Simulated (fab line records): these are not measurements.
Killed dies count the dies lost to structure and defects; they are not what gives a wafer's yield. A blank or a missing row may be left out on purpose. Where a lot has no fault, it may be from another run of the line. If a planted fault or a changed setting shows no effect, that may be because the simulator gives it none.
Problem report in the 8D (eight disciplines) form, filled by code + flow n5 finfet + the parts of the form that need people (team, actions taken, sign-off) are left out

1. WHAT IS WRONG
raw defect count at N5_FIN_SAQP_INSPECT_40 reads a mean of 787 on 6 wafers of 2 lots; wafers without a fault read 227 with a standard deviation of 70. That puts it +8.0 standard deviations away from the usual mean.
The step: inspects for defects (brightfield).
First seen on wafer L743.1, day 6 10:25, on defect inspect-01. The record has a number at this step for 33 wafers belonging to 11 lots. The rule behind "out" and "out of limits": a value lying over 4 standard deviations away from the usual mean. Any other wafer with a number is counted as sound.

2. WHAT IT IS; WHAT IT IS NOT
| question                    | is                                   | is not                                                                          |
|-----------------------------|--------------------------------------|---------------------------------------------------------------------------------|
| which readings at this step | raw defect count                     | -                                                                               |
| which lots                  | L743, L744                           | L727, L730, L732, L733, L736, L738, L746, L749, L750                            |
| which wafers of those lots  | all that have a number               | -                                                                               |
| read on which gauges        | defect inspect-01, defect inspect-02 | -                                                                               |
| when                        | from day 6 10:25                     | up to then (18 sound wafers); but 9 sound wafers of L746, L749, L750 came after |

3. WHAT RULES OUT EACH SUSPECT
Counting: a tool stays on the suspect list if, at a process step up to the reading, it processed all lots that are out and no sound lot following the first of them.
- the gauge at N5_FIN_SAQP_INSPECT_40: ruled out. The wafers that are out were read on 2 gauges (defect inspect-01, defect inspect-02).
- vapor etch-02 at N5_FIN_SAQP_RECESS_63 (chemistry HF/NH3, target SiO2, target depth 18 nm, afs cycles 3, sublimation time 60 s): ruled out as a lasting fault. The sound lots L746, L749 went through it after L743, its earliest lot that is out (day 6 08:17).
- wet bench-04 at N5_FIN_SAQP_PRECLEAN_45 (cleans in dHF, time 10 s): kept. Every lot that is out went through it, starting with L743 (day 6 10:20), and after that it ran no sound lot; the last sound lot it ran before then is L738 (day 4 23:19).
Remaining after the count: wet bench-04 at N5_FIN_SAQP_PRECLEAN_45.

4. THE CAUSE (what the simulator had put in)
Chamber particle source: wet bench-04, from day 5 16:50 on, at N5_FIN_SAQP_PRECLEAN_45. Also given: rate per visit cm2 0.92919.
Only this tool survived the counting.

5. THE CHAIN OF EFFECTS, in route order
Each row: a reading whose mean over the struck wafers that have a number lies more than 3 standard deviations from the usual. Scope: only readings with a usual standard deviation given in the record; hours: median across lots of the time from each lot's start at the first step in this table that gives one to its start at this step; sigmas: change in usual standard deviations.
| hours | step                   | reading          | usual | on struck wafers | change | sigmas |
|-------|------------------------|------------------|-------|------------------|--------|--------|
| 0     | N5_FIN_SAQP_INSPECT_40 | raw defect count | 227   | 787              | +560   | +8.0   |
| 0     | N5_FIN_CUT_INSPECT_10  | raw defect count | 42    | 642              | +600   | +55    |
At these later measuring or inspecting steps, every struck wafer for which the step has a row has a number for every such reading, and none has moved that far: N5_FIN_CUT_OVL_MEAS_09, N5_BEOL_M4_RC_MEAS_101.

6. HOW IT WOULD HAVE BEEN CAUGHT EARLIER
The first out-of-limits reading at a measuring or inspecting step in this record came at day 6 10:25, 18 hours after the fault's start at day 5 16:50.
An alarm limit of 4 standard deviations would not have fired on the tool readings at N5_FIN_SAQP_PRECLEAN_45 for which the record gives a usual standard deviation, since none of them was out on any struck wafer.
Lots out: 2; of these, L744 started N5_FIN_SAQP_PRECLEAN_45 on wet bench-04 after day 6 10:25. It would have been spared by a hold on the tool at that moment.
